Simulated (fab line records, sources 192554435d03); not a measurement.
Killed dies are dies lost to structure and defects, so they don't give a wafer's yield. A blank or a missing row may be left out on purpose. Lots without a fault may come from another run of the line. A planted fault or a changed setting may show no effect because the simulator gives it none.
Chamber matching | flow n5_finfet | N5_HKMG_FIN_PWFM_ALD_03 on ald_metal-03: 4 sister chambers
The step deposits TiN, target thk 2 nm, pulse time 1 s, purge time 3 s. 4 wafers are shown with their chamber, then 8 later ones without.

WAFERS WITH THEIR CHAMBER
wafer  | chamber | heater_power_w (W)
L084.6 | 0       | 1056
L085.6 | 3       | 877
L091.6 | 1       | 932
L094.1 | 2       | 947

WAFERS WITHOUT THEIR CHAMBER
wafer  | heater_power_w (W)
L094.5 | 936
L094.6 | 892
L095.1 | 948
L095.3 | 892
L095.4 | 1024
L096.1 | 933
L096.3 | 894
L096.4 | 1057

WHICH CHAMBER EACH WENT THROUGH
wafer  | from the rows above     | in truth
L094.5 | can't be placed: 1 or 2 | 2
L094.6 | can't be placed: 3 or 1 | 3
L095.1 | can't be placed: 2 or 1 | 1
L095.3 | can't be placed: 3 or 1 | 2
L095.4 | 0                       | 0
L096.1 | can't be placed: 1 or 2 | 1
L096.3 | can't be placed: 3 or 1 | 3
L096.4 | 0                       | 0
Placed correctly: 2 of 8. Can't be placed from these rows: 6 (the true chamber is among the candidates in 5). Placed wrongly: 0.
How it was worked out, from the rows above alone: a wafer's distance from a chamber is the root of the sum, over the readings, of the square of ((its reading less the chamber's mean) divided by the reading's scatter). The wafer belongs to the nearest chamber; if the next one is less than 2 further off, it can't be placed. A chamber's mean is the mean of its shown wafers. The scatter: with one shown wafer a chamber, the root of the mean of the squares of how far each hidden wafer lies from its nearest shown one.
